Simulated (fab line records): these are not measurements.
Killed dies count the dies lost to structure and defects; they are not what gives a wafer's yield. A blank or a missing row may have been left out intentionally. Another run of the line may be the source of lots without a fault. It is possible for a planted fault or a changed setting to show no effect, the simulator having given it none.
fab line records	flow n5_finfet
record lots=7	wafers=18	last_day=17
route steps=1938 shown FIN_CUT@175 STI_FIN_REVEAL@183 BEOL_M4@1111 PASSIVATION@1936
lots that met no fault: from a run of the same line without faults
start_h: hours from the record's first day to the start of the lot's first wafer shown	wait_h: hours elapsed since this lot's preceding step	" the same as in the row above	L1.1+2: a row that stands for several wafers	- no value present, or no start provided	* or withheld: withheld	< > ~ a bound
route shown NAME@n: NAME is a module with steps in the file, n the number in the route of the first one	usual: mean/standard deviation of fault-free wafers	same: alike in all rows	chamber/n: place in a boat	sites: the reading at each site	_std_site: standard deviation of those values	_edge_site: mean of outer sites minus mean of inner sites	radius_mm: for every site, how far away it sits from the centre of the wafer	mask NAME#n: copy n	behind: the tool/chamber that last shaped the wafer	hold: why the lot was held/for how many hours/how that ended	device: the n, p or np transistor that did not switch	end of line: tests of these same wafers at the route's end	a step given without rows: its recipe and nothing more	killed: not the wafer's yield, but the dies lost to structure and defects at the first sort	map: shows each die of a wafer: x if killed, . if not, _ if none is there
set.NAME: the run value of the setting; set.NAME@STEP: its run value at that earlier step	model.NAME: the simulator's own value behind a step, which no gauge read
certain route steps with their lots: each step a table, each wafer a row
services: from which hour (start_h, from the record's first day; less than 0 if before it) a tool's chamber was out of use, for how many hours, and why
## steps
# step N5_FIN_CUT_PRECLEAN_35
# recipe time_s=13.3	temp_c=45	pressure_torr=125	p_hf_torr=3	p_coreactant_torr=25	chemistry=vHF
# usual drypump_motor_current_A=5.88/0.19
lot.wafer	tool	chamber	start_h	wait_h	drypump_motor_current_A
L872.1	vapor_etch-01	0	69.61	0.0	6.05
L872.2	"	1	"	"	5.92
L872.3	"	1	"	"	5.87
L874.1	vapor_etch-01	1	81.36	0.0	5.89
L874.2	"	0	"	"	6.04
L874.5	"	1	"	"	5.95
L876.1	vapor_etch-02	0	95.74	0.0	5.80
L876.2	"	1	"	"	5.48
L878.1	vapor_etch-02	1	107.02	0.0	5.48
L878.3	"	0	"	"	5.79
L882.1	vapor_etch-01	0	130.58	0.1	6.05
L882.2	"	1	"	"	5.89
L885.2	vapor_etch-01	0	147.74	0.0	6.05
L885.3	"	0	"	"	6.05
L885.5	"	0	"	"	6.06
L888.1	vapor_etch-02	1	166.30	0.0	5.49
L888.3	"	0	"	"	5.80
L888.4	"	1	"	"	5.45
# step N5_FIN_CUT_CUT_ETCH_15
# recipe chemistry=HBr/Cl2/O2	target=Si	target_depth_a=1000	bt_time_s=10	mask_material=SOC	time_s=42.4	ion_energy_ev=*	bias_w=*	pressure_mtorr=10	icp_w=800	HBr_flow_sccm=150	Cl2_flow_sccm=80	O2_flow_sccm=12
# usual drypump_motor_current_A=6.0/0.53	oes_product_au=0.997/0.014	rf_fwd_power_W=*	throttle_valve_pct=37.22/0.26
lot.wafer	tool	chamber	start_h	wait_h	drypump_motor_current_A	oes_product_au	rf_fwd_power_W	rf_hours_counter_h	throttle_valve_pct
L872.1	rie_si-01	2	69.69	0.1	6.6	0.999	*	47	37.32
L872.2	"	3	"	"	6.4	1.018	*	8	37.23
L872.3	"	0	"	"	5.5	0.990	*	193	37.16
L874.1	rie_si-02	3	81.44	0.1	5.4	1.010	*	50	37.24
L874.2	"	1	"	"	5.4	0.998	*	85	36.97
L874.5	"	2	"	"	5.7	1.004	*	-	36.92
L876.1	rie_si-03	1	95.82	0.1	6.2	0.985	*	80	37.46
L876.2	"	2	"	"	5.0	1.017	*	142	37.25
L878.1	rie_si-01	1	107.10	0.1	5.9	0.979	*	0	37.60
L878.3	"	0	"	"	5.5	0.988	*	194	37.14
L882.1	rie_si-01	1	130.67	0.1	5.8	0.977	*	1	37.60
L882.2	"	3	"	"	6.5	1.022	*	9	37.25
L885.2	rie_si-02	0	147.83	0.1	6.6	0.988	*	101	36.66
L885.3	"	3	"	"	5.3	1.006	*	51	37.24
L885.5	"	0	"	"	6.6	0.993	*	-	36.68
L888.1	rie_si-03	3	166.39	0.1	5.9	0.984	*	58	37.06
L888.3	"	1	"	"	6.1	0.991	*	81	37.45
L888.4	"	2	"	"	5.0	1.017	*	144	37.25
# step N5_FIN_CUT_CUT_ETCH_28
# recipe chemistry=HBr/Cl2/O2	target=Si	target_depth_a=60	mask_material=SOC	time_s=2.4	ion_energy_ev=*	bias_w=*	pressure_mtorr=10	icp_w=800	HBr_flow_sccm=150	Cl2_flow_sccm=80	O2_flow_sccm=12
# usual drypump_motor_current_A=6.0/0.53	oes_product_au=0.998/0.013	rf_fwd_power_W=*	throttle_valve_pct=37.22/0.26
lot.wafer	tool	chamber	start_h	wait_h	drypump_motor_current_A	oes_product_au	rf_fwd_power_W	rf_hours_counter_h	throttle_valve_pct
L872.1	rie_si-01	2	69.75	0.0	6.7	0.997	*	47	37.32
L872.2	"	3	"	"	6.4	1.024	*	8	37.23
L872.3	"	0	"	"	5.5	0.995	*	193	37.13
L874.1	rie_si-02	3	81.50	0.0	5.4	1.002	*	50	37.24
L874.2	"	1	"	"	5.4	0.993	*	85	36.97
L874.5	"	2	"	"	5.7	0.992	*	-	36.92
L876.1	rie_si-03	1	95.87	0.0	6.2	0.983	*	80	37.45
L876.2	"	2	"	"	5.0	1.013	*	142	37.23
L878.1	rie_si-01	1	107.15	0.0	5.8	0.975	*	0	37.59
L878.3	"	0	"	"	5.5	0.989	*	194	37.14
L882.1	rie_si-01	1	130.72	0.0	5.8	0.974	*	1	37.59
L882.2	"	3	"	"	6.5	1.022	*	9	37.25
L885.2	rie_si-02	0	147.88	0.0	6.6	0.989	*	101	36.68
L885.3	"	3	"	"	5.4	1.017	*	51	37.25
L885.5	"	0	"	"	6.6	0.999	*	-	36.67
L888.1	rie_si-03	3	166.44	0.0	5.9	0.984	*	58	37.05
L888.3	"	1	"	"	6.2	0.987	*	81	37.45
L888.4	"	2	"	"	5.0	1.019	*	144	37.25
# step N5_FIN_CUT_STRIP_22
# recipe chemistry=N2/H2	power_w=500	temp_c=40	pressure_mtorr=50	rf_frequency_hz=6e+07	overash_fraction=0.3	bias_power_w=8	h2_frac=0.5	n2_flow_sccm=300	h2_flow_sccm=300
# usual drypump_motor_current_A=6.0/0.31	oes_product_au=0.77/0.086	rf_vpp_V=54.3/2.3	showerhead_plenum_p_Torr=3.37/0.096	throttle_valve_pct=19.1/0.34
lot.wafer	tool	chamber	start_h	wait_h	drypump_motor_current_A	oes_product_au	rf_hours_counter_h	rf_vpp_V	showerhead_plenum_p_Torr	throttle_valve_pct
L872.1	rie_diel-02	3	69.85	0.1	6.1	0.70	223	50.5	3.43	19.1
L872.2	"	2	"	"	6.1	0.68	213	56.4	3.23	19.7
L872.3	"	1	"	"	6.6	0.75	141	54.6	3.37	18.9
L874.1	rie_diel-05	1	81.57	0.1	5.5	0.82	114	52.7	3.29	19.7
L874.2	"	2	"	"	5.7	0.94	11	56.1	3.29	19.1
L874.5	"	2	"	"	5.8	0.95	-	54.0	3.29	19.2
L876.1	rie_diel-01	2	95.96	0.1	5.5	0.98	2	59.4	3.44	18.7
L876.2	"	0	"	"	6.1	0.67	236	54.4	3.46	19.1
L878.1	rie_diel-01	1	107.22	0.0	6.2	0.80	105	57.0	3.38	18.7
L878.3	"	3	"	"	5.9	0.77	152	54.1	3.22	19.0
L882.1	rie_diel-01	0	130.79	0.0	6.1	0.68	247	55.8	3.46	19.2
L882.2	"	1	"	"	6.2	0.79	113	54.6	3.37	18.7
L885.2	rie_diel-02	3	147.95	0.0	6.1	0.69	248	51.2	3.41	19.2
L885.3	"	1	"	"	6.5	0.71	165	51.9	3.36	18.9
L885.5	"	3	"	"	6.1	0.69	-	56.8	3.41	19.2
L888.1	rie_diel-01	2	166.51	0.0	5.6	0.90	24	54.7	3.43	18.6
L888.3	"	1	"	"	6.2	0.79	124	58.0	3.37	18.7
L888.4	"	0	"	"	6.1	0.98	1	55.4	3.45	18.7
# step N5_FIN_CUT_PRECLEAN_36
# recipe chemistry=O3/DIW	time_s=60	temp_c=22	o3_ppm=10
# step N5_FIN_CUT_SRD_32
# recipe dry=ipa_marangoni	time_s=30	temp_c=23	rinse_liquid=diw
# step N5_FIN_CUT_UV_OZONE_34
# recipe time_s=120	pressure_torr=760	temp_c=25
# step N5_FIN_CUT_INSPECT_17
# recipe inspect_instrument=brightfield	mode=aei
# usual raw_defect_count=241/62
lot.wafer	tool	chamber	start_h	wait_h	raw_defect_count
L872.1	defect_inspect-02	-	70.01	0.0	230
L872.2	"	-	"	"	311
L872.3	"	-	"	"	202
L874.1	defect_inspect-01	-	81.73	0.0	274
L874.2	"	-	"	"	155
L874.5	"	-	"	"	295
L876.1	defect_inspect-01	-	96.12	0.0	186
L876.2	"	-	"	"	151
L878.1	defect_inspect-02	-	107.38	0.0	140
L878.3	"	-	"	"	120
L882.1	defect_inspect-01	-	130.95	0.0	230
L882.2	"	-	"	"	190
L885.2	defect_inspect-02	-	148.11	0.0	306
L885.3	"	-	"	"	341
L885.5	"	-	"	"	334
L888.1	defect_inspect-02	-	166.67	0.0	284
L888.3	"	-	"	"	258
L888.4	"	-	"	"	305
# step N5_STI_FIN_REVEAL_ALD_00
# recipe material=SiO2	target_thk_a=10	temp_c=300	ald_precursor_family=BDEAS	ald_co_reactant=O2-plasma	pulse_time_s=1	pressure_torr=2
# step N5_STI_FIN_REVEAL_ALD_14
# recipe material=Si3N4	target_thk_a=30	temp_c=400	ald_precursor_family=SiH2I2	ald_co_reactant=N2/H2-plasma	pressure_torr=2
# usual heater_power_w=841/93
lot.wafer	tool	chamber	start_h	wait_h	heater_power_w	since_wet_clean_h
L872.1	ald_sin-03	1	70.43	0.0	905	62
L872.2	"	2	"	"	763	62
L872.3	"	0	"	"	702	62
L874.1	ald_sin-03	1	81.83	0.0	904	74
L874.2	"	0	"	"	694	74
L874.5	"	3	"	"	880	-
L876.1	ald_sin-02	1	96.20	0.0	999	193
L876.2	"	3	"	"	791	193
L878.1	ald_sin-01	3	107.46	0.0	961	295
L878.3	"	1	"	"	945	295
L882.1	ald_sin-01	3	131.03	0.0	943	319
L882.2	"	2	"	"	645	319
L885.2	ald_sin-01	0	148.19	0.0	899	336
L885.3	"	1	"	"	952	336
L885.5	"	3	"	"	944	-
L888.1	ald_sin-02	3	166.75	0.0	790	264
L888.3	"	2	"	"	833	264
L888.4	"	1	"	"	1005	264
# step N5_STI_FIN_REVEAL_FCVD_FILL_01
# recipe material=SiO2_flowable	target_thk_a=3120	temp_c=100	pressure_torr=0.8	rf_w=2000	time_s=512.2
# step N5_STI_FIN_REVEAL_DENSIFY_02
# recipe temp_c=650	ambient=steam	time_s=1800	idle_temp_c=400	densification_p_h2o_torr=640
# step N5_STI_FIN_REVEAL_CMP_04
# recipe stop_on=Si3N4	t_overpolish_s=4	down_force_psi=2	platen_rpm=54.18	post_cmp_clean=alkaline_brush	pad_velocity_m_s=1.078	target_thk_nm=131.83
# usual motor_current_A=7.9/0.46	overpolish_run_s=3.999/0.0086	slurry_filter_dp_kPa=13.50/0.14	time_to_endpoint_s=104/6
lot.wafer	tool	chamber	start_h	wait_h	motor_current_A	overpolish_run_s	slurry_filter_dp_kPa	time_to_endpoint_s
L872.2	cmp-04	2	75.68	0.1	8.8	4.012	13.58	94
L872.3	"	3	"	"	8.0	4.009	13.66	104
L872.1	"	0	"	"	8.3	3.998	13.46	103
L874.1	cmp-04	1	86.94	0.1	8.2	3.996	13.33	99
L874.2	"	2	"	"	8.6	4.011	13.49	96
L874.5	"	0	"	"	8.3	4.006	13.49	107
L876.1	cmp-04	3	101.28	0.1	7.9	3.995	13.50	64
L876.2	"	1	"	"	8.2	3.971	13.61	100
L878.1	cmp-04	2	112.52	0.0	8.8	3.990	13.53	52
L878.3	"	1	"	"	8.1	3.995	13.45	97
L882.1	cmp-04	3	136.07	0.0	8.4	3.986	13.48	64
L882.2	"	0	"	"	8.1	4.013	13.40	105
L885.2	cmp-02	0	153.23	0.0	6.9	3.998	13.57	97
L885.3	"	3	"	"	7.7	4.008	13.52	103
L885.5	"	1	"	"	7.9	4.000	13.51	96
L888.1	cmp-03	1	171.82	0.0	8.0	4.002	13.42	107
L888.3	"	3	"	"	8.2	3.984	13.48	112
L888.4	"	0	"	"	7.9	3.988	13.52	106
# step N5_STI_FIN_REVEAL_THK_MEAS_05
# usual thk_nm=131.3/1.4
lot.wafer	tool	chamber	start_h	wait_h	thk_nm
L872.1	film_metro-01	-	75.93	-	131.9
L872.2	"	-	"	"	130.1
L872.3	"	-	"	"	132.9
L874.1	film_metro-02	-	87.16	-	130.5
L874.2	"	-	"	"	130.6
L874.5	"	-	"	"	132.4
L876.1	film_metro-02	-	101.54	-	131.0
L876.2	"	-	"	"	130.5
L878.1	film_metro-02	-	112.81	-	127.7
L878.3	"	-	"	"	129.5
L882.1	film_metro-01	-	136.37	-	130.2
L882.2	"	-	"	"	131.9
L885.2	film_metro-02	-	153.53	-	129.4
L885.3	"	-	"	"	128.5
L885.5	"	-	"	"	129.1
L888.1	film_metro-01	-	172.11	-	131.3
L888.3	"	-	"	"	132.1
L888.4	"	-	"	"	131.0
# step N5_BEOL_M4_RC_MEAS_101
# usual DIBL_N=37.5/1.9	DIBL_P=37.3/2.4	IOFF_N=0.18/0.038	IOFF_P=0.23/0.045	ION_N=677/11	ION_P=464/8.1	SS_N=72.0/0.68	SS_P=73.5/0.77	VT_N=249/3.3	VT_P=-249/3.6
lot.wafer	tool	chamber	start_h	wait_h	DIBL_N[mV/V]	DIBL_P[mV/V]	IOFF_N[nA/um]	IOFF_P[nA/um]	ION_N[uA/um]	ION_P[uA/um]	SS_N[mV/dec]	SS_P[mV/dec]	VT_N[mV]	VT_P[mV]
L872.1	prober-01	0	211.75	0.0	36.8	35.2	0.16	0.23	677	465	71.8	74.2	247	-243
L872.2	"	0	"	"	35.2	34.1	0.15	0.23	684	481	70.7	73.5	247	-245
L872.3	"	0	"	"	39.6	37.9	0.23	0.29	691	470	72.8	73.5	245	-245
L874.1	prober-02	0	221.96	0.0	37.9	39.0	0.19	0.26	678	470	72.0	74.5	249	-248
L874.2	"	0	"	"	37.0	36.6	0.17	0.22	661	455	72.1	73.5	251	-250
L874.5	"	0	"	"	38.1	38.2	0.20	0.26	675	467	72.0	74.3	252	-246
L876.1	prober-01	0	227.59	0.0	38.5	36.0	0.19	0.24	675	466	72.9	74.3	247	-247
L876.2	"	0	"	"	39.4	38.0	0.21	0.29	681	470	72.4	73.7	246	-244
L878.1	prober-02	0	245.60	0.0	38.9	39.9	0.20	0.25	678	466	71.6	73.3	247	-248
L878.3	"	0	"	"	38.6	38.4	0.20	0.21	681	458	72.1	73.8	248	-251
L882.1	prober-01	0	275.56	0.4	36.6	37.6	0.16	0.26	682	480	71.2	73.3	249	-245
L882.2	"	0	"	"	38.6	41.6	0.22	0.37	686	477	72.2	74.4	244	-239
L885.2	prober-02	0	293.34	0.2	36.6	35.4	0.15	0.17	672	456	71.6	73.3	253	-255
L885.3	"	0	"	"	40.8	40.6	0.24	0.26	692	469	72.2	75.3	244	-248
L885.5	"	0	"	"	36.8	36.3	0.15	0.18	672	459	72.0	73.1	251	-252
L888.1	prober-02	0	307.83	0.0	38.2	37.7	0.18	0.24	672	461	71.5	73.0	250	-248
L888.3	"	0	"	"	39.7	39.7	0.22	0.29	684	474	72.2	74.1	246	-245
L888.4	"	0	"	"	36.5	34.3	0.14	0.19	650	451	71.6	72.7	254	-252
# step N5_PASSIVATION_PROBE_49
# usual defect_limited_yield=91.2/1.5	killed_at_M0_to_M3=31/10	killed_at_M4_up=15/5.9	killed_at_contacts=13/6	killed_at_front_end=41/11	killed_at_other=4/3.1	killed_dies=104/18	killed_open=68/13	killed_short=33/8.1	sort_bin_5_function=5.1/1.1	sort_bin_6_memory=3.2/0.69	sort_n_pass=1076/18	sort_yield_pct=91.2/1.5
# same gross_dies=1180	killed_at_back_side=0	sort_bin_4_leakage[%]=0	sort_bin_8_speed[%]=0
lot.wafer	tool	chamber	start_h	wait_h	defect_limited_yield[%]	killed_at_M0_to_M3	killed_at_M4_up	killed_at_contacts	killed_at_front_end	killed_at_other	killed_dies	killed_open	killed_short	sort_bin_5_function[%]	sort_bin_6_memory[%]	sort_n_pass	sort_yield_pct[%]
L874.1	prober-02	-	310.54	0.0	92.4	14	15	22	37	2	90	57	29	4.1	3.1	1090	92.4
L874.2	prober-02	-	310.59	0.1	92.3	40	15	7	29	0	91	56	35	3.5	4.0	1089	92.3
L874.5	prober-02	-	310.74	0.2	91.5	34	14	12	39	1	100	72	24	5.4	2.5	1080	91.5
L872.1	prober-02	-	316.11	0.0	91.2	25	20	16	37	6	104	75	25	5.2	3.6	1076	91.2
L872.2	prober-02	-	316.16	0.1	92.8	25	6	9	39	6	85	45	39	4.9	1.9	1095	92.8
L872.3	prober-02	-	316.21	0.1	90.7	32	13	12	46	7	110	63	37	5.7	2.6	1070	90.7
L876.1	prober-01	-	329.58	0.0	89.5	35	19	9	54	7	124	75	49	5.5	4.5	1056	89.5
L876.2	prober-01	-	329.63	0.1	91.9	25	6	7	51	6	95	51	44	4.7	3.2	1085	91.9
L878.1	prober-01	-	345.44	0.0	92.5	23	16	7	36	6	88	62	25	4.7	2.5	1092	92.5
L878.3	prober-01	-	345.54	0.1	91.2	33	18	7	44	2	104	74	24	4.6	3.6	1076	91.2
L882.1	prober-01	-	379.06	0.0	94.2	20	11	14	21	2	68	46	22	3.7	1.9	1112	94.2
L882.2	prober-01	-	379.11	0.1	91.5	37	11	16	35	1	100	72	25	4.1	3.9	1080	91.5
L885.2	prober-01	-	390.01	0.1	93.5	32	13	5	24	3	77	57	18	3.9	2.3	1103	93.5
L885.3	prober-01	-	390.06	0.1	93.1	28	14	4	30	5	81	50	24	4.3	2.4	1099	93.1
L885.5	prober-01	-	390.16	0.2	91.2	36	7	18	43	0	104	67	34	5.8	2.8	1076	91.2
L888.1	prober-01	-	406.55	0.0	89.0	44	16	6	61	3	130	83	45	6.4	4.3	1050	89.0
L888.3	prober-01	-	406.65	0.1	89.7	30	17	19	46	9	121	81	38	6.2	3.6	1059	89.7
L888.4	prober-01	-	406.70	0.2	89.8	23	21	17	55	4	120	73	44	5.6	4.1	1060	89.8
# killed by level:class
L874.1 MOL_CONTACT_COAG:geometric_particle:open=18 BEOL_M4:geometric_particle:open=8 FIN_SAQP:geometric_particle:open=5 STI_FIN_REVEAL:geometric_particle:open=4 GATE_CUT:geometric_particle:short=4 MOL_CONTACT_COAG:geometric_particle:short=4 BEOL_M0_SAQP:geometric_particle:open=4 BEOL_M1:geometric_particle:open=4
L874.2 BEOL_M3:geometric_particle:open=10 BEOL_M0_SAQP:geometric_particle:short=8 BEOL_M1:geometric_particle:open=7 BEOL_M5:geometric_particle:open=6 FIN_SAQP:geometric_particle:open=5 MOL_CONTACT_COAG:geometric_particle:open=5 BEOL_M4:geometric_particle:open=5 FIN_SAQP:geometric_particle:short=4
L874.5 BEOL_M3:geometric_particle:open=16 MOL_CONTACT_COAG:geometric_particle:open=12 BEOL_M4:geometric_particle:open=9 FIN_SAQP:geometric_particle:open=6 DUMMY_GATE:geometric_particle:open=6 BEOL_M1:geometric_particle:open=6 FIN_SAQP:geometric_particle:short=4 BEOL_M2:geometric_particle:open=4
L872.1 MOL_CONTACT_COAG:geometric_particle:open=12 BEOL_M4:geometric_particle:open=9 DUMMY_GATE:geometric_particle:open=8 BEOL_M0:geometric_particle:open=7 FIN_SAQP:geometric_particle:open=6 STI_FIN_REVEAL:geometric_particle:open=5 BEOL_M1:geometric_particle:open=5 MOL_CONTACT_COAG:geometric_particle:short=4
L872.2 FIN_SAQP:geometric_particle:short=10 FIN_SAQP:geometric_particle:open=9 BEOL_M3:geometric_particle:open=9 GATE_CUT:geometric_particle:short=6 MOL_CONTACT_COAG:geometric_particle:open=6 BEOL_M0:geometric_particle:open=5 BEOL_M4:geometric_particle:short=4 STARTING-WAFER:geometric_particle:short=4
L872.3 HKMG_FIN:area_etch=9 MOL_CONTACT_COAG:geometric_particle:open=8 BEOL_M2:geometric_particle:open=7 BEOL_M3:geometric_particle:open=6 STI_FIN_REVEAL:geometric_particle:open=5 BEOL_M0:geometric_particle:open=5 FIN_SAQP:geometric_particle:short=4 MOL_CONTACT_COAG:geometric_particle:short=4
L876.1 FIN_SAQP:geometric_particle:short=15 FIN_SAQP:geometric_particle:open=14 BEOL_M2:geometric_particle:open=9 GATE_CUT:geometric_particle:short=8 STI_FIN_REVEAL:geometric_particle:open=7 MOL_CONTACT_COAG:geometric_particle:open=7 BEOL_M3:geometric_particle:open=7 BEOL_M4:geometric_particle:open=6
L876.2 FIN_SAQP:geometric_particle:short=15 FIN_SAQP:geometric_particle:open=14 MOL_CONTACT_COAG:geometric_particle:open=7 GATE_CUT:geometric_particle:short=4 GATE_CUT:geometric_particle:open=4 BEOL_M0_SAQP:geometric_particle:short=4 BEOL_M0:geometric_particle:short=4 BEOL_M1:geometric_particle:open=4
L878.1 FIN_SAQP:geometric_particle:open=13 STI_FIN_REVEAL:geometric_particle:open=9 MOL_CONTACT_COAG:geometric_particle:open=6 GATE_CUT:geometric_particle:short=5 BEOL_M0:geometric_particle:open=5 BEOL_M4:geometric_particle:open=5 FIN_SAQP:geometric_particle:short=4 BEOL_M2:geometric_particle:open=4
L878.3 FIN_SAQP:geometric_particle:open=17 BEOL_M2:geometric_particle:open=15 BEOL_M4:geometric_particle:open=8 FIN_SAQP:geometric_particle:short=7 HKMG_FIN:area_etch=6 STI_FIN_REVEAL:geometric_particle:open=5 BEOL_M0:geometric_particle:open=5 BEOL_M5:geometric_particle:open=5
L882.1 MOL_CONTACT_COAG:geometric_particle:open=11 FIN_SAQP:geometric_particle:open=5 BEOL_M2:geometric_particle:open=5 BEOL_M0_SAQP:geometric_particle:short=4 BEOL_M3:geometric_particle:open=4 STARTING-WAFER:geometric_particle:short=4 MOL_CONTACT_COAG:geometric_particle:short=3 BEOL_M4:geometric_particle:open=3
L882.2 MOL_CONTACT_COAG:geometric_particle:open=14 FIN_SAQP:geometric_particle:open=12 BEOL_M3:geometric_particle:open=11 BEOL_M2:geometric_particle:open=10 BEOL_M5:geometric_particle:open=6 FIN_SAQP:geometric_particle:short=5 GATE_CUT:geometric_particle:open=4 BEOL_M1:geometric_particle:short=4
L885.2 BEOL_M3:geometric_particle:open=11 BEOL_M1:geometric_particle:open=7 BEOL_M4:geometric_particle:open=7 FIN_SAQP:geometric_particle:short=6 FIN_SAQP:geometric_particle:open=4 MOL_CONTACT_COAG:geometric_particle:open=4 BEOL_M0_SAQP:geometric_particle:short=4 BEOL_M0_SAQP:geometric_particle:open=3
L885.3 BEOL_M3:geometric_particle:open=8 BEOL_M0_SAQP:geometric_particle:open=7 MOL_CONTACT_COAG:geometric_particle:open=4 BEOL_M1:geometric_particle:open=4 BEOL_M5:geometric_particle:open=4 BEOL_M6:geometric_particle:open=3 GATE_CUT:geometric_particle:short=3 BEOL_M4:geometric_particle:open=3
L885.5 MOL_CONTACT_COAG:geometric_particle:open=16 BEOL_M0_SAQP:geometric_particle:short=12 BEOL_M0_SAQP:geometric_particle:open=10 FIN_SAQP:geometric_particle:open=9 GATE_CUT:geometric_particle:short=6 STI_FIN_REVEAL:geometric_particle:open=5 GATE_CUT:geometric_particle:open=5 BEOL_M0:geometric_particle:open=4
L888.1 STI_FIN_REVEAL:geometric_particle:open=15 BEOL_M0_SAQP:geometric_particle:short=11 BEOL_M3:geometric_particle:open=11 GATE_CUT:geometric_particle:open=9 BEOL_M0_SAQP:geometric_particle:open=8 FIN_SAQP:geometric_particle:short=7 BEOL_M4:geometric_particle:open=7 DUMMY_GATE:geometric_particle:open=6
L888.3 MOL_CONTACT_COAG:geometric_particle:open=15 BEOL_M1:geometric_particle:open=7 GATE_CUT:geometric_particle:open=7 DUMMY_GATE:geometric_particle:open=6 GATE_CUT:geometric_particle:short=6 BEOL_M3:geometric_particle:open=6 STARTING-WAFER:geometric_particle:short=6 FIN_SAQP:geometric_particle:open=5
L888.4 FIN_SAQP:geometric_particle:open=12 BEOL_M4:geometric_particle:open=11 FIN_SAQP:geometric_particle:short=9 MOL_CONTACT_COAG:geometric_particle:open=9 GATE_CUT:geometric_particle:open=8 GATE_CUT:geometric_particle:short=8 STI_FIN_REVEAL:geometric_particle:open=6 MOL_CONTACT_COAG:geometric_particle:short=6
## services
tool	chamber	start_h	hours	kind
rie_diel-01	2	46.94	4.6	repair
rie_si-01	2	47.82	5.6	repair
rie_diel-05	-	61.62	1.0	repair
rie_si-01	1	66.71	-	clean
rie_si-01	1	66.71	20.0	scheduled_down
rie_si-01	1	66.71	20.0	vent_cycle
rie_diel-02	-	73.65	0.8	repair
cmp-04	-	81.89	0.6	repair
ald_sin-03	3	83.03	11.2	repair
rie_si-03	-	104.71	2.8	pm
vapor_etch-02	-	109.85	28.1	pm
cmp-03	-	114.92	5.2	pm
rie_si-03	-	115.01	0.2	repair
cmp-04	-	123.04	2.1	repair
rie_si-02	-	125.90	15.6	pm
rie_diel-05	-	126.82	0.3	repair
ald_sin-02	-	127.09	6.1	pm
cmp-02	-	130.62	2.9	repair
vapor_etch-01	-	134.86	0.5	repair
rie_si-02	1	143.79	12.2	repair
cmp-02	-	153.46	31.7	pm
rie_diel-02	1	166.73	11.3	repair
cmp-03	-	168.10	0.7	repair
rie_diel-01	-	169.77	0.6	repair
## key
first_sign step=N5_STI_FIN_REVEAL_CMP_04	reading=time_to_endpoint_s	direction=down	sigmas=7.3	usual=*	struck=*
effect none on later readings
met_at N5_STI_FIN_REVEAL_CMP_04
struck_wafers L876.1,L878.1,L882.1
onset_between 86.94 101.28
fault kind=process_parameter_drift	tool=cmp-04	chamber=-	onset_h=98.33	steps=N5_STI_FIN_REVEAL_CMP_04	channel=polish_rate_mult	offset=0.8	shape=step	end_h=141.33	scope=struck_wafers_only
